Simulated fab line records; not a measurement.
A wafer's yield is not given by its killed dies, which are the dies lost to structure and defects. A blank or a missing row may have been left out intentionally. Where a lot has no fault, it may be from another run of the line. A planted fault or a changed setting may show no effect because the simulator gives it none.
fab line records ; flow nandHarc
[record] lots = 7; wafers = 21; lastDay = 25
route steps=1159 shown A_BLC@990 A_M0@994 END@1159
lots that met no fault: from a run of the same line without faults
startH: hours from the record's first day to the start of the lot's first wafer shown ; waitH: hours since the lot's step before ; " repeats the value in the row above ; L1.1+2: a single row standing in for several wafers ; - no value present, or no start provided ; * or withheld: withheld ; < > ~ a bound
route shown NAME@n: NAME is a module with steps in the file, n the number in the route of the first one ; usual: average and standard deviation across the fault-free wafers ; same: alike in all rows ; chamber/n: place in a boat ; sites: per-site readings ; _std_site: the standard deviation of these ; _edge_site: the outer-site mean with the inner-site mean subtracted ; radiusMm: how far each site lies from the wafer's centre ; mask NAME#n: copy n ; behind: the last tool/chamber to shape the wafer ; hold: the reason the lot was held/the length of the hold in hours/how it ended ; device: names the non-switching transistor (n, p or np) ; end of line: tests run on the same wafers once the route is complete ; where a step has no rows: the recipe by itself ; killed: count of dies lost to structure and defects at first sort (not the wafer's yield) ; map: a wafer's dies, marking killed ones x, the rest . and places with no die _
set.NAME: setting as actually run; set.NAME@STEP: the setting as run at that earlier step ; model.NAME: the simulator's own value behind a step, which no gauge read
lots at some steps of the route; a table a step, a row a wafer
services: the hour from which a tool's chamber was out of use, counted from the record's first day as startH (under 0 if before that day), plus the number of hours and why
[[steps]]
[step NHARC_A_BLC_CMP_25]
[recipe] tOverpolishS = 30; targetThkNm = 150
[usual] motorCurrentA = 12.1/1.1; overpolishRunS = 30.000/0.0099; slurryFilterDpKPa = 13.49/0.12; timeToEndpointS = 30.8/2.3
lot.wafer;tool;chamber;startH;waitH;motorCurrentA;overpolishRunS;slurryFilterDpKPa;timeToEndpointS
L727.3;cmp-01;1;452.63;0.6;12.2;29.989;13.72;28.9
L727.4;cmp-01;2;452.63;0.6;14.2;30.004;13.37;31.1
L727.5;cmp-01;2;452.63;0.6;14.1;30.003;13.56;30.8
L729.1;cmp-01;3;456.94;0.4;12.0;29.999;13.46;28.1
L729.6;cmp-01;1;456.94;0.4;12.2;30.011;13.06;25.1
L729.5;cmp-01;2;456.94;0.4;13.8;29.994;13.43;29.3
L737.1;cmp-03;1;536.44;0.5;9.6;30.006;13.53;28.5
L737.6;cmp-03;3;536.44;0.5;11.1;29.999;13.56;29.3
L737.5;cmp-03;0;536.44;0.5;10.2;29.997;13.40;33.8
L738.4;cmp-04;3;543.58;0.2;13.4;29.998;13.37;28.0
L738.3;cmp-04;2;543.58;0.2;12.2;30.002;13.59;29.3
L738.6;cmp-04;0;543.58;0.2;12.3;29.989;13.41;28.8
L743.2;cmp-03;0;544.02;0.4;10.1;29.997;13.40;35.7
L743.3;cmp-03;2;544.02;0.4;11.9;30.011;13.51;33.4
L743.6;cmp-03;1;544.02;0.4;10.1;29.995;13.60;30.3
L734.3;cmp-01;3;557.69;0.2;11.7;29.978;13.68;29.7
L734.4;cmp-01;2;557.69;0.2;13.7;30.004;13.37;28.6
L734.5;cmp-01;3;557.69;0.2;11.8;29.997;13.44;31.6
L744.3;cmp-04;0;559.97;0.3;11.6;30.001;13.25;32.3
L744.6;cmp-04;3;559.97;0.3;14.1;30.015;13.63;29.2
L744.5;cmp-04;0;559.97;0.3;12.4;30.000;13.61;30.7
[step NHARC_A_BLC_SRD_27]
[step NHARC_A_BLC_INSPECT_28]
[usual] rawDefectCount = 397/99
lot.wafer;tool;chamber;startH;waitH;rawDefectCount
L727.3;defectInspect-01;-;453.04;0.1;320
L727.4;defectInspect-01;-;453.04;0.1;297
L727.5;defectInspect-01;-;453.04;0.1;377
L729.1;defectInspect-01;-;457.31;0.1;435
L729.5;defectInspect-01;-;457.31;0.1;436
L729.6;defectInspect-01;-;457.31;0.1;327
L737.1;defectInspect-02;-;536.79;0.1;583
L737.5;defectInspect-02;-;536.79;0.1;421
L737.6;defectInspect-02;-;536.79;0.1;510
L738.3;defectInspect-01;-;543.99;0.1;553
L738.4;defectInspect-01;-;543.99;0.1;321
L738.6;defectInspect-01;-;543.99;0.1;534
L743.2;defectInspect-01;-;544.43;0.1;315
L743.3;defectInspect-01;-;544.43;0.1;444
L743.6;defectInspect-01;-;544.43;0.1;479
L734.3;defectInspect-01;-;558.10;0.1;364
L734.4;defectInspect-01;-;558.10;0.1;392
L734.5;defectInspect-01;-;558.10;0.1;296
L744.3;defectInspect-02;-;560.35;0.1;261
L744.5;defectInspect-02;-;560.35;0.1;305
L744.6;defectInspect-02;-;560.35;0.1;383
[step NHARC_A_M0_DEP_00]
[recipe] targetThkA = 1500; targetThkNm = 150; tempC = withheld; pressureTorr = 5; flowSccm = 200; rfW = 600; material = SiOC
[step NHARC_A_M0_DEHYDRATE_01]
[recipe] tempC = 150; timeS = 120
[step NHARC_A_M0_HMDS_02]
[recipe] timeS = 30
[step NHARC_A_M0_COAT_33]
[recipe] tempC = 200; timeS = 65
[step NHARC_A_M0_COAT_03]
[recipe] spinRpm = 1500; resistThkNm = 90
[step NHARC_A_M0_SOFTBAKE_04]
[recipe] tempC = 105; timeS = 55
[step NHARC_A_M0_EBR_05]
[step NHARC_A_M0_EXPOSE_06]
[recipe] na = 1.35; targetCdNm = 80; doseMj = 83.25; maskId = A_M0
[step NHARC_A_M0_PEB_07]
[recipe] pebTempC = 100; pebTimeS = 65
[usual] heaterPowerTotalW = 156.6/0.41; plateTempC = 100.01/0.13
lot.wafer;tool;chamber;startH;waitH;heaterPowerTotalW;plateTempC
L727.3;lithoTrack-04;0;454.00;0.0;156.3;100.04
L727.4;lithoTrack-04;0;454.00;0.0;156.0;99.81
L727.5;lithoTrack-04;0;454.00;0.0;156.7;99.89
L729.1;lithoTrack-01;0;458.20;0.1;157.2;100.01
L729.5;lithoTrack-01;0;458.20;0.1;156.1;100.13
L729.6;lithoTrack-01;0;458.20;0.1;157.1;100.25
L737.1;lithoTrack-01;0;537.76;0.1;151.9;97.31
L737.5;lithoTrack-01;0;537.76;0.1;150.9;97.48
L737.6;lithoTrack-01;0;537.76;0.1;151.2;97.35
L738.3;lithoTrack-01;0;544.94;0.0;151.9;97.53
L738.4;lithoTrack-01;0;544.94;0.0;151.7;97.58
L738.6;lithoTrack-01;0;544.94;0.0;151.1;97.59
L743.2;lithoTrack-06;0;545.25;0.1;157.0;100.03
L743.3;lithoTrack-06;0;545.25;0.1;156.7;99.86
L743.6;lithoTrack-06;0;545.25;0.1;156.3;99.94
L734.3;lithoTrack-01;0;558.92;0.0;152.0;97.20
L734.4;lithoTrack-01;0;558.92;0.0;150.9;97.39
L734.5;lithoTrack-01;0;558.92;0.0;151.2;97.37
L744.3;lithoTrack-06;0;561.25;0.0;157.1;99.82
L744.5;lithoTrack-06;0;561.25;0.0;157.2;100.45
L744.6;lithoTrack-06;0;561.25;0.0;156.0;100.06
[step NHARC_A_M0_DEVELOP_08]
[recipe] developTimeS = 35; devTempC = 23
[step NHARC_A_M0_CD_MEAS_09]
[recipe] targetCdNm = 80; landingEnergyEv = 500
[usual] cdNm = 80.3/0.76
lot.wafer;tool;chamber;startH;waitH;cdNm
L727.3;cdSem-01;0;454.08;-;80.1
L727.4;cdSem-01;0;454.08;-;80.3
L727.5;cdSem-01;0;454.08;-;80.7
L729.1;cdSem-02;0;458.27;-;80.5
L729.5;cdSem-02;0;458.27;-;80.2
L729.6;cdSem-02;0;458.27;-;80.8
L737.1;cdSem-03;0;537.84;-;70.5
L737.5;cdSem-03;0;537.84;-;71.5
L737.6;cdSem-03;0;537.84;-;70.2
L738.3;cdSem-02;0;545.02;-;69.8
L738.4;cdSem-02;0;545.02;-;69.8
L738.6;cdSem-02;0;545.02;-;70.8
L743.2;cdSem-03;0;545.33;-;81.8
L743.3;cdSem-03;0;545.33;-;80.5
L743.6;cdSem-03;0;545.33;-;80.6
L734.3;cdSem-02;0;559.00;-;72.5
L734.4;cdSem-02;0;559.00;-;72.4
L734.5;cdSem-02;0;559.00;-;72.5
L744.3;cdSem-03;0;561.33;-;79.9
L744.5;cdSem-03;0;561.33;-;79.5
L744.6;cdSem-03;0;561.33;-;79.5
[step NHARC_A_M0_OVL_MEAS_10]
[recipe] pitchNm = 160
[usual] overlayXNm = 0.0/1; overlayYNm = 0.2/0.76
lot.wafer;tool;chamber;startH;waitH;overlayXNm;overlayYNm
L727.3;overlay-01;-;454.17;-;0.2;-1.0
L727.4;overlay-01;-;454.17;-;-0.1;-2.2
L727.5;overlay-01;-;454.17;-;0.1;-1.0
L729.1;overlay-02;-;458.36;-;0.1;0.7
L729.5;overlay-02;-;458.36;-;0.2;0.8
L729.6;overlay-02;-;458.36;-;0.1;0.8
L737.1;overlay-01;-;537.93;-;0.2;0.3
L737.5;overlay-01;-;537.93;-;0.6;-0.2
L737.6;overlay-01;-;537.93;-;0.5;0.1
L738.3;overlay-01;-;545.10;-;-0.7;-1.3
L738.4;overlay-01;-;545.10;-;-1.1;-0.6
L738.6;overlay-01;-;545.10;-;-0.9;-0.4
L743.2;overlay-01;-;545.43;-;-2.7;0.1
L743.3;overlay-01;-;545.43;-;-1.4;0.6
L743.6;overlay-01;-;545.43;-;-2.5;0.3
L734.3;overlay-02;-;559.08;-;0.3;-1.3
L734.4;overlay-02;-;559.08;-;0.3;-1.7
L734.5;overlay-02;-;559.08;-;0.1;-0.7
L744.3;overlay-02;-;561.42;-;0.3;0.2
L744.5;overlay-02;-;561.42;-;0.7;0.2
L744.6;overlay-02;-;561.42;-;0.5;0.2
[step NHARC_A_M0_INSPECT_11]
[usual] rawDefectCount = 29/15
lot.wafer;tool;chamber;startH;waitH;rawDefectCount
L727.3;defectInspect-02;-;454.20;0.0;31
L727.4;defectInspect-02;-;454.20;0.0;24
L727.5;defectInspect-02;-;454.20;0.0;32
L729.1;defectInspect-01;-;458.40;0.0;25
L729.5;defectInspect-01;-;458.40;0.0;31
L729.6;defectInspect-01;-;458.40;0.0;34
L737.1;defectInspect-01;-;537.97;0.0;53
L737.5;defectInspect-01;-;537.97;0.0;63
L737.6;defectInspect-01;-;537.97;0.0;59
L738.3;defectInspect-02;-;545.14;0.0;41
L738.4;defectInspect-02;-;545.14;0.0;43
L738.6;defectInspect-02;-;545.14;0.0;31
L743.2;defectInspect-01;-;545.46;0.0;15
L743.3;defectInspect-01;-;545.46;0.0;14
L743.6;defectInspect-01;-;545.46;0.0;21
L734.3;defectInspect-02;-;559.12;0.0;20
L734.4;defectInspect-02;-;559.12;0.0;21
L734.5;defectInspect-02;-;559.12;0.0;19
L744.3;defectInspect-01;-;561.45;0.0;15
L744.5;defectInspect-01;-;561.45;0.0;16
L744.6;defectInspect-01;-;561.45;0.0;13
[step NHARC_A_M0_DESCUM_14]
[recipe] timeS = 3; o2FlowSccm = 200; arFlowSccm = 0; biasPowerW = 0; chemistry = O2
[usual] drypumpMotorCurrentA = 5.6/0.44; oesProductAu = 0.999/0.011; rfVppV = 57.6/0.88; showerheadPlenumPTorr = 1.89/0.067; throttleValvePct = 11.311/0.0092
[same] timeS = 3
lot.wafer;tool;chamber;startH;waitH;drypumpMotorCurrentA;oesProductAu;rfHoursCounterH;rfVppV;showerheadPlenumPTorr;throttleValvePct;model.A_M0.cdNm
L727.3;rieDiel-10;1;454.26;0.1;5.3;0.972;6;56.8;1.87;11.311;81.15
L727.4;rieDiel-10;0;454.26;0.1;5.9;0.988;5;57.7;1.87;11.302;80.41
L727.5;rieDiel-10;1;454.26;0.1;5.3;0.971;-;56.7;1.87;11.318;81.3
L729.1;rieDiel-10;1;458.47;0.1;5.3;0.983;6;58.9;1.87;11.313;80.89
L729.5;rieDiel-10;3;458.47;0.1;5.1;1.000;-;57.6;1.91;11.303;79.67
L729.6;rieDiel-10;1;458.47;0.1;5.3;0.984;-;57.6;1.87;11.325;80.86
L737.1;rieDiel-05;1;538.03;0.1;4.9;0.995;1;58.2;1.96;11.313;70.92
L737.6;rieDiel-05;1;538.03;0.1;4.8;0.994;-;58.5;1.96;11.316;70.77
L737.5;rieDiel-05;2;538.03;0.1;5.7;1.001;-;57.2;1.78;11.321;71.1
L738.3;rieDiel-01;0;545.21;0.1;6.4;1.014;2;57.9;1.92;11.296;69.89
L738.4;rieDiel-01;1;545.21;0.1;5.6;1.005;2;58.6;1.93;11.293;70.82
L738.6;rieDiel-01;0;545.21;0.1;6.4;0.999;-;57.4;1.92;11.305;71.03
L743.2;rieDiel-10;1;545.53;0.1;5.3;0.976;0;59.3;1.86;11.308;81.88
L743.3;rieDiel-10;2;545.53;0.1;6.1;0.997;0;56.4;1.93;11.314;79.96
L743.6;rieDiel-10;1;545.53;0.1;5.3;0.987;-;55.7;1.86;11.314;81.34
L734.3;rieDiel-05;2;559.19;0.1;5.8;1.002;4;57.6;1.78;11.313;72.01
L734.5;rieDiel-05;1;559.19;0.1;4.9;1.016;-;58.8;1.96;11.319;72.71
L734.4;rieDiel-05;0;559.19;0.1;5.6;1.011;-;57.9;1.78;11.311;72.95
L744.3;rieDiel-01;1;561.52;0.1;5.6;0.997;3;58.1;1.93;11.304;79.84
L744.6;rieDiel-01;0;561.52;0.1;6.3;1.013;-;57.0;1.92;11.320;79.63
L744.5;rieDiel-01;1;561.52;0.1;5.6;1.002;-;57.7;1.93;11.313;80.18
[step NHARC_A_M0_ETCH_34]
[recipe] targetDepthA = 400; overetchA = 120; timeS = 43.94; ionEnergyEv = 200; n2FlowSccm = 150; h2FlowSccm = 150; arFlowSccm = 0; rfW = 400; biasW = 150; chemistry = N2/H2
[usual] drypumpMotorCurrentA = 5.6/0.44; oesProductAu = 0.999/0.011; rfVppV = 429.6/2.3; showerheadPlenumPTorr = 2.01/0.075; throttleValvePct = 14.171/0.0085
[same] timeS = 43.94
lot.wafer;tool;chamber;startH;waitH;drypumpMotorCurrentA;oesProductAu;rfHoursCounterH;rfVppV;showerheadPlenumPTorr;throttleValvePct
L727.3;rieDiel-10;1;454.35;0.1;5.3;0.975;6;430.1;1.99;14.184
L727.4;rieDiel-10;3;454.35;0.1;5.1;1.001;4;430.1;2.03;14.162
L727.5;rieDiel-10;1;454.35;0.1;5.3;0.979;-;430.1;1.99;14.182
L729.1;rieDiel-10;1;458.56;0.1;5.3;0.986;6;428.9;1.99;14.153
L729.6;rieDiel-10;1;458.56;0.1;5.3;0.990;-;429.5;1.99;14.169
L729.5;rieDiel-10;2;458.56;0.1;6.1;1.003;-;432.5;2.06;14.156
L737.1;rieDiel-05;3;538.13;0.1;6.0;0.991;1;431.9;2.10;14.180
L737.6;rieDiel-05;1;538.13;0.1;4.9;0.990;-;432.0;2.09;14.201
L737.5;rieDiel-05;2;538.13;0.1;5.7;1.008;-;426.6;1.89;14.172
L738.4;rieDiel-01;0;545.29;0.1;6.4;1.009;2;432.3;2.05;14.179
L738.3;rieDiel-01;1;545.29;0.1;5.6;0.992;2;430.1;2.06;14.169
L738.6;rieDiel-01;3;545.29;0.1;5.5;0.995;-;425.8;1.92;14.179
L743.3;rieDiel-10;2;545.61;0.1;6.2;0.987;0;431.4;2.06;14.176
L743.2;rieDiel-10;3;545.61;0.1;5.1;0.998;0;429.3;2.03;14.178
L743.6;rieDiel-10;2;545.61;0.1;6.1;0.989;-;430.7;2.06;14.165
L734.3;rieDiel-05;1;559.29;0.1;4.9;0.994;3;431.9;2.09;14.179
L734.4;rieDiel-05;1;559.29;0.1;4.9;0.997;-;430.9;2.09;14.185
L734.5;rieDiel-05;2;559.29;0.1;5.7;1.002;-;427.8;1.89;14.169
L744.3;rieDiel-01;2;561.60;0.1;5.0;1.007;3;431.4;2.07;14.167
L744.6;rieDiel-01;2;561.60;0.1;5.0;1.009;-;431.2;2.07;14.172
L744.5;rieDiel-01;3;561.60;0.1;5.5;0.998;-;427.8;1.92;14.178
[step NHARC_A_M0_ETCH_15]
[recipe] targetDepthA = 1500; overetchA = 150; timeS = 82.5; c4f8FlowSccm = withheld; arFlowSccm = 400; rfW = 600; biasW = 300; chemistry = C4F8/Ar
[usual] oesProductAu = 0.953/0.022; rfVppV = 440.1/2.3
[same] timeS = 82.5
lot.wafer;tool;chamber;startH;waitH;oesProductAu;rfHoursCounterH;rfVppV;model.A_M0.cdNm
L727.3;rieDiel-10;1;-;-;0.913;6;439.5;80.87
L727.4;rieDiel-10;0;-;-;0.913;5;438.5;80.38
L727.5;rieDiel-10;1;-;-;0.903;-;438.6;81.13
L729.1;rieDiel-10;2;-;-;0.978;4;439.7;80.89
L729.6;rieDiel-10;1;-;-;0.947;-;439.0;80.89
L729.5;rieDiel-10;2;-;-;0.975;-;441.5;79.53
L737.1;rieDiel-05;3;-;-;0.967;1;442.1;71.13
L737.5;rieDiel-05;1;-;-;0.954;-;441.5;71.29
L737.6;rieDiel-05;2;-;-;0.952;-;436.6;70.86
L738.3;rieDiel-01;0;-;-;0.973;2;440.8;69.4
L738.4;rieDiel-01;1;-;-;0.976;2;442.9;70.9
L738.6;rieDiel-01;2;-;-;0.981;-;441.4;71.15
L743.3;rieDiel-10;0;-;-;0.952;0;439.2;80.09
L743.2;rieDiel-10;2;-;-;0.978;0;442.3;82.6
L743.6;rieDiel-10;1;-;-;0.955;-;440.6;81.69
L734.3;rieDiel-05;0;-;-;0.966;3;435.7;71.82
L734.4;rieDiel-05;0;-;-;0.972;-;434.8;72.7
L734.5;rieDiel-05;1;-;-;0.966;-;442.8;72.79
L744.3;rieDiel-01;1;-;-;0.961;3;442.0;79.48
L744.6;rieDiel-01;1;-;-;0.945;-;441.5;79.38
L744.5;rieDiel-01;2;-;-;0.985;-;441.0;80.42
[step NHARC_A_M0_CD_MEAS_16]
[usual] cdNm = 80.3/0.9
lot.wafer;tool;chamber;startH;waitH;cdNm
L727.3;cdSem-02;-;454.57;-;81.2
L727.4;cdSem-02;-;454.57;-;80.0
L727.5;cdSem-02;-;454.57;-;81.3
L729.1;cdSem-02;-;458.80;-;80.9
L729.5;cdSem-02;-;458.80;-;79.9
L729.6;cdSem-02;-;458.80;-;80.9
L737.1;cdSem-01;-;538.34;-;71.3
L737.5;cdSem-01;-;538.34;-;71.5
L737.6;cdSem-01;-;538.34;-;70.7
L738.3;cdSem-03;-;545.51;-;69.1
L738.4;cdSem-03;-;545.51;-;70.9
L738.6;cdSem-03;-;545.51;-;71.4
L743.2;cdSem-02;-;545.83;-;82.7
L743.3;cdSem-02;-;545.83;-;80.1
L743.6;cdSem-02;-;545.83;-;81.9
L734.3;cdSem-02;-;559.53;-;72.0
L734.4;cdSem-02;-;559.53;-;72.9
L734.5;cdSem-02;-;559.53;-;72.9
L744.3;cdSem-03;-;561.82;-;79.6
L744.5;cdSem-03;-;561.82;-;80.4
L744.6;cdSem-03;-;561.82;-;79.5
[step NHARC_END_SORT_01]
[recipe] tempC = 25
[usual] defectLimitedYield = 95.4/1.8; killedAtArray = 27/12; killedAtOther = 0.5/0.9; killedAtPeriphery = 3.7/2.7; killedDies = 31/12; killedOpen = 3.3/2; killedShort = 2.0/1.4; sort_bin_2_pct = 1.4/0.74; sort_bin_3_pct = 0.25/0.2; sort_bin_4_pct = 2.9/1.1; sortNPass = 646/12; sortRimYieldPct = 96.4/2.8; sortYieldPct = 95.4/1.8
[same] grossDies = 677; sort_bin_5_pct[%] = 0; sort_bin_6_pct[%] = 0; sort_bin_7_pct[%] = 0; sort_bin_8_pct[%] = 0; sortRimNGross = 106.00
lot.wafer;tool;chamber;startH;waitH;defectLimitedYield[%];killedAtArray;killedAtOther;killedAtPeriphery;killedDies;killedOpen;killedShort;sort_bin_2_pct[%];sort_bin_3_pct[%];sort_bin_4_pct[%];sortNPass;sortRimYieldPct[%];sortYieldPct[%]
L727.3;prober-02;0;497.46;3.1;94.2;32;3;4;39;2;1;1.2;0.30;4.3;638;95.3;94.2
L727.4;prober-02;0;498.25;3.4;95.7;21;1;7;29;4;4;1.3;0.30;2.7;648;94.3;95.7
L727.5;prober-02;0;499.04;3.7;94.1;33;1;6;40;2;1;2.2;0.30;3.4;637;95.3;94.1
L729.1;prober-01;0;503.55;2.5;96.0;25;0;2;27;4;0;1.3;0.30;2.4;650;99.1;96.0
L729.5;prober-01;0;506.69;3.6;95.6;25;0;5;30;3;4;1.9;0.44;2.1;647;91.5;95.6
L729.6;prober-01;0;507.48;3.9;94.1;36;0;4;40;6;2;1.3;0.30;4.3;637;96.2;94.1
L734.3;prober-01;0;603.53;3.1;96.6;21;0;2;23;0;4;1.3;0;2.1;654;97.2;96.6
L734.4;prober-01;0;604.33;3.4;96.8;19;2;1;22;0;4;0.7;0;2.5;655;98.1;96.8
L734.5;prober-01;0;605.13;3.7;96.5;22;0;2;24;3;3;1.3;0;2.2;653;97.2;96.5
// killed by level:class
L727.3 A_SLIT:chamberFilmFlake=13 A_ZERO_WELL:chamberFilmFlake=4 A_CHANNEL_HOLE_D1:chamberFilmFlake=4 A_STAIRCASE:chamberFilmFlake=3 A_CONTACT:chamberFilmFlake=3 THIN_TSV:chamberFilmFlake=3 P_M0:chamberFilmFlake=2 A_WL_FILL:geometricParticle:open=1
L727.4 A_SLIT:chamberFilmFlake=8 A_CHANNEL_HOLE_D1:chamberFilmFlake=3 A_CONTACT:chamberFilmFlake=3 A_CHANNEL_HOLE_D1:geometricParticle:short=2 P_STI:chamberFilmFlake=2 P_CONTACT:geometricParticle:open=1 P_M0:geometricParticle:short=1 P_M1:geometricParticle:open=1
L727.5 A_SLIT:chamberFilmFlake=13 A_STAIRCASE:chamberFilmFlake=6 P_ZERO_WELL:chamberFilmFlake=3 P_STI:chamberFilmFlake=3 A_ZERO_WELL:chamberFilmFlake=3 A_CHANNEL_HOLE_D1:chamberFilmFlake=3 A_CONTACT:chamberFilmFlake=3 A_ONON_D1:geometricParticle:short=1
L729.1 A_SLIT:chamberFilmFlake=19 A_CONTACT:chamberFilmFlake=2 P_M1:geometricParticle:open=1 A_ONON_D1:geometricParticle:open=1 A_CHANNEL_FILL_D1:geometricParticle:open=1 A_BLC:geometricParticle:open=1 P_GATE:chamberFilmFlake=1 A_CHANNEL_HOLE_D1:chamberFilmFlake=1
L729.5 A_SLIT:chamberFilmFlake=8 A_CONTACT:chamberFilmFlake=6 A_CHANNEL_HOLE_D1:chamberFilmFlake=3 P_M0:geometricParticle:short=2 P_GATE:chamberFilmFlake=2 A_STAIRCASE:chamberFilmFlake=2 A_ONON_D1:geometricParticle:short=1 A_CHANNEL_HOLE_D1:geometricParticle:open=1
L729.6 A_SLIT:chamberFilmFlake=18 A_CONTACT:chamberFilmFlake=8 A_CONTACT:geometricParticle:open=2 A_M0:geometricParticle:open=2 A_STAIRCASE:chamberFilmFlake=2 P_STI:geometricParticle:short=1 P_STI:geometricParticle:open=1 A_WL_FILL:geometricParticle:short=1
L734.3 A_CONTACT:chamberFilmFlake=6 A_STAIRCASE:chamberFilmFlake=5 A_CHANNEL_HOLE_D1:chamberFilmFlake=4 A_M0:areaPeb=3 P_M0:geometricParticle:short=2 A_SOURCE_PLATE:geometricParticle:short=1 A_WL_FILL:geometricParticle:short=1 A_WL_FILL:chamberFilmFlake=1
L734.4 A_CONTACT:chamberFilmFlake=7 A_CHANNEL_HOLE_D1:chamberFilmFlake=3 A_M0:areaPeb=3 STARTING-WAFER:geometricParticle:short=2 A_STAIRCASE:chamberFilmFlake=2 A_WL_FILL:geometricParticle:short=1 A_CONTACT:geometricParticle:short=1 P_GATE:chamberFilmFlake=1
L734.5 A_CONTACT:chamberFilmFlake=6 A_CHANNEL_HOLE_D1:chamberFilmFlake=4 A_STAIRCASE:chamberFilmFlake=3 A_M0:areaPeb=3 A_M0:geometricParticle:open=2 A_CHANNEL_FILL_D1:chamberFilmFlake=2 P_M0:geometricParticle:short=1 P_M2:geometricParticle:open=1
[[services]]
tool;chamber;startH;hours;kind
cmp-01;-;432.06;0.3;repair
rieDiel-01;3;435.57;9.0;repair
rieDiel-10;0;436.02;-;clean
rieDiel-10;1;436.02;-;clean
rieDiel-10;2;436.02;-;clean
lithoTrack-01;-;443.00;7.0;pm
rieDiel-10;0;456.52;8.1;repair
cmp-03;-;457.93;4.0;pm
lithoTrack-06;-;467.00;7.0;pm
cmp-01;-;473.53;4.0;pm
rieDiel-10;-;473.57;0.6;repair
rieDiel-01;0;476.86;2.6;repair
lithoTrack-04;-;491.00;7.0;pm
rieDiel-01;-;491.80;9.0;pm
cmp-01;-;497.91;2.0;repair
cmp-04;-;499.01;4.0;pm
cmp-01;-;514.21;0.5;repair
rieDiel-01;-;515.22;0.3;repair
cmp-04;-;517.08;1.4;repair
rieDiel-05;-;517.75;9.0;pm
rieDiel-10;-;530.50;9.0;pm
rieDiel-05;3;545.94;58.8;repair
cmp-03;-;550.37;0.4;repair
cmp-03;-;555.95;4.0;pm
[[key]]
[firstSign] step = NHARC_A_M0_PEB_07; reading = plateTempC; direction = down; sigmas = 20; usual = *; struck = *
[effect] step = NHARC_A_M0_PEB_07; reading = heaterPowerTotalW; direction = down; sigmas = 13; usual = *; struck = *
[effect] step = NHARC_A_M0_CD_MEAS_09; reading = cdNm; direction = down; sigmas = 12; usual = 80.3; struck = 71.1; through = controlLoop
[effect] step = NHARC_A_M0_CD_MEAS_16; reading = cdNm; direction = down; sigmas = 9.9; usual = 80.3; struck = 71.4; through = controlLoop
[modelEffect] step = NHARC_A_M0_DESCUM_14; value = A_M0.cdNm; without = 80.27; struck = 71.36
[modelEffect] step = NHARC_A_M0_ETCH_15; value = A_M0.cdNm; without = 80.26; struck = 71.34
metAt NHARC_A_M0_PEB_07
struckWafers L734.3,L734.4,L734.5,L737.1,L737.5,L737.6,L738.3,L738.4,L738.6
sortLeftOut L737.1,L737.5,L737.6,L738.3,L738.4,L738.6
[loopTrim] step = NHARC_A_M0_EXPOSE_06; setting = dose; lots = L734
onsetBetween 458.20 537.76
[fault] kind = processParameterDrift; tool = lithoTrack-01; chamber = -; onsetH = 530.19; steps = NHARC_A_M0_PEB_07; channel = pebTempC; offset = *; shape = step; endH = 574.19; actsIn = *; stated = *
// sortLeftOut: the simulated sort isn't trusted on such a fault, so these wafers' sort isn't shown, and their yield isn't known
// loopTrim: a control loop set the setting to another value than it would have without faults
